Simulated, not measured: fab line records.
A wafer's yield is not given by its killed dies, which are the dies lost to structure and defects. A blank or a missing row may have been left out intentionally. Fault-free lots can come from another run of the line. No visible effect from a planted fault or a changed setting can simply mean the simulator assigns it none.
Matching of chambers | flow n5-finfet | 3 sister chambers for N5_BEOL_M8_PECVD_70 on pecvd-03
The step deposits SiO2 from TEOS/O2, target thk 20 nm, time 22.7 s. 6 wafers are shown with their chamber, then 7 later ones without.

WAFERS PAIRED WITH THEIR CHAMBERS
wafer  | chamber | showerhead-plenum-p-Torr (Torr) | throttle-valve-pct (%)
L082.1 | 0       | 8.76                            | 23.0
L082.6 | 1       | 8.74                            | 23.6
L084.3 | 0       | 8.76                            | 22.6
L084.5 | 2       | 8.93                            | 21.6
L089.1 | 2       | 8.92                            | 21.7
L089.2 | 1       | 8.75                            | 23.6

WAFERS WITHOUT THEIR CHAMBER
wafer  | showerhead-plenum-p-Torr (Torr) | throttle-valve-pct (%)
L089.5 | 8.73                            | 23.4
L087.1 | 8.74                            | 22.8
L087.2 | 8.92                            | 21.9
L087.6 | 8.77                            | 23.9
L092.3 | 8.74                            | 22.7
L092.5 | 8.75                            | 23.8
L092.6 | 8.77                            | 22.9

THE CHAMBER EACH PASSED THROUGH
wafer  | from the rows above     | in truth
L089.5 | 1                       | 1
L087.1 | can't be placed: 0 or 1 | 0
L087.2 | 2                       | 2
L087.6 | 1                       | 1
L092.3 | can't be placed: 0 or 1 | 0
L092.5 | 1                       | 1
L092.6 | 0                       | 0
Correct placement for 5 of the 7. Unplaceable from these rows: 2, with the true chamber sitting among the candidates in 2. 0 placed wrongly.
How it was worked out, from the rows above alone: a wafer's distance from a chamber is the root of the sum, over the readings, of the square of ((its reading less the chamber's mean) divided by the reading's scatter). The wafer belongs to the nearest chamber; if the next one is less than 2 further off, it can't be placed. A chamber's mean is the mean of its shown wafers. How the scatter is found: for the shown wafers, subtract from each reading the mean of its chamber, square and add these, divide the total by (wafers less chambers), then take the root.
